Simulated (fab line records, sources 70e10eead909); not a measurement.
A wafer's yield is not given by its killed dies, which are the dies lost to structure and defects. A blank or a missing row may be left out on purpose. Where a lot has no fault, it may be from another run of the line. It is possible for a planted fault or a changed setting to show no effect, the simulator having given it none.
Matching of chambers / flow nand_harc / pecvd-02 running NHARC_P_M2_PRE_CLEAN_32: 3 sister chambers
The step time 12 s. 3 wafers are shown with their chamber, then 7 later ones without.

== WAFERS WITH THEIR CHAMBER ==
wafer=L403.1; chamber=2; heater_power_w (W)=623
wafer=L403.6; chamber=1; heater_power_w (W)=692
wafer=L411.4; chamber=0; heater_power_w (W)=743

== WAFERS WITH NO CHAMBER GIVEN ==
wafer=L411.5; heater_power_w (W)=649
wafer=L413.1; heater_power_w (W)=679
wafer=L413.4; heater_power_w (W)=663
wafer=L413.5; heater_power_w (W)=701
wafer=L418.3; heater_power_w (W)=696
wafer=L418.4; heater_power_w (W)=665
wafer=L418.6; heater_power_w (W)=670

== WHICH CHAMBER EACH WENT THROUGH ==
wafer=L411.5; from the rows above=can't be placed: 2 or 1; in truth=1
wafer=L413.1; from the rows above=1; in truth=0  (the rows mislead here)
wafer=L413.4; from the rows above=can't be placed: 1 or 2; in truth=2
wafer=L413.5; from the rows above=can't be placed: 1 or 0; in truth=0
wafer=L418.3; from the rows above=1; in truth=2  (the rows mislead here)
wafer=L418.4; from the rows above=can't be placed: 1 or 2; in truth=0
wafer=L418.6; from the rows above=can't be placed: 1 or 2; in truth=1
Correctly placed: 0 of 7. From these rows, 5 cannot be placed; in 4 the true chamber is one of the candidates. Placed wrongly: 2.
How it was worked out, from the rows above alone: a wafer's distance from a chamber is the root of the sum, over the readings, of the square of ((its reading less the chamber's mean) divided by the reading's scatter). If the next closest chamber is less than 2 further off than the closest, the wafer can't be placed; otherwise it belongs to the closest. A chamber's mean is the mean of its shown wafers. The scatter: root of mean squared gap, hidden wafer to nearest shown wafer, with one shown wafer a chamber.
